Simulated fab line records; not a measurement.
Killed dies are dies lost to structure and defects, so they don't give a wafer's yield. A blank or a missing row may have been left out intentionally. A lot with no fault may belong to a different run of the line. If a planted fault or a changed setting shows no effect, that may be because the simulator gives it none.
Code-filled problem report in 8D (eight disciplines) form / flow n5_finfet / the parts of the form that need people (team, actions taken, sign-off) are left out

== 1. THE PROBLEM ==
Mean of spin_speed_rpm at N5_BEOL_M5_COAT_05: 1555.1 rpm across 6 wafers in 2 lots; on wafers with no fault it is 1500.0 rpm (standard deviation 0.88). Measured from the usual mean, that is +63 standard deviations.
The step: resist thk 30 nm.
Seen first at day 10 08:04 on litho_track-01, wafer L318.3. The record has a number at this step for 18 wafers belonging to 6 lots. Rule for "out" (also "out of limits"): further than 4 standard deviations from the usual mean. The rest of the wafers with a number are treated as sound.

== 2. WHAT IT IS; WHAT IT IS NOT ==
question=which readings at this step | is=spin_speed_rpm | is not=chill_plate_temp_C
question=which lots | is=L318, L319 | is not=L312, L323, L330, L332
question=which wafers of those lots | is=all that have a number | is not=-
question=read on which tools | is=litho_track-01 | is not=litho_track-03, litho_track-04
question=when | is=from day 10 08:04 | is not=up to then (3 sound wafers); but 9 sound wafers of L323, L330, L332 came after

== 3. WHAT RULES OUT EACH SUSPECT ==
Counting: a tool stays on the suspect list if, at a process step up to the reading, it processed all lots that are out and no sound lot following the first of them.
- pecvd-03 at N5_BEOL_M5_ILD_DEP_00 (deposits SiCOH lowk from DEMS/porogen, target thk 140.64 nm, time 25.9 s): ruled out as a lasting fault. Sound lots L323, L330, L332 ran on it after its first lot that is out, L318 (day 10 06:53).
- litho_track-01 at N5_BEOL_M5_COAT_05 (resist thk 30 nm): ruled out as a lasting fault. Sound lots L332 ran on it after its first lot that is out, L318 (day 10 08:04).
Left after counting: nothing in the record.

== 4. THE CAUSE (what the simulator had put in) ==
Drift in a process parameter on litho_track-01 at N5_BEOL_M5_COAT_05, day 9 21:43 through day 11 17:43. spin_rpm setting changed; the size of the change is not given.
Counting ruled it out, wrongly.

== 5. THE CHAIN OF EFFECTS, in route order ==
One row per reading whose mean, taken over the struck wafers that have a number, lies over 3 standard deviations from the usual. Scope: only readings with a usual standard deviation given in the record; hours: median across lots of the time from each lot's start at the first step in this table that gives one to its start at this step; sigmas: change in usual standard deviations.
hours=0; step=N5_BEOL_M5_COAT_05; reading=spin_speed_rpm; usual=1500.0 rpm; on struck wafers=1555.1; change=+55.1; sigmas=+63
Here are the process steps it includes:
- N5_BEOL_M5_COAT_05: resist thk 30 nm.
At these later measuring or inspecting steps, every struck wafer for which the step has a row has a number for every such reading, and none has moved that far: N5_BEOL_M5_CD_MEAS_11, N5_BEOL_M5_OVL_MEAS_12, N5_BEOL_M5_INSPECT_13.

== 6. HOW IT WOULD HAVE BEEN CAUGHT EARLIER ==
10 hours passed between the start of the fault at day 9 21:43 and the first reading out of limits in this record, taken at day 10 08:04.
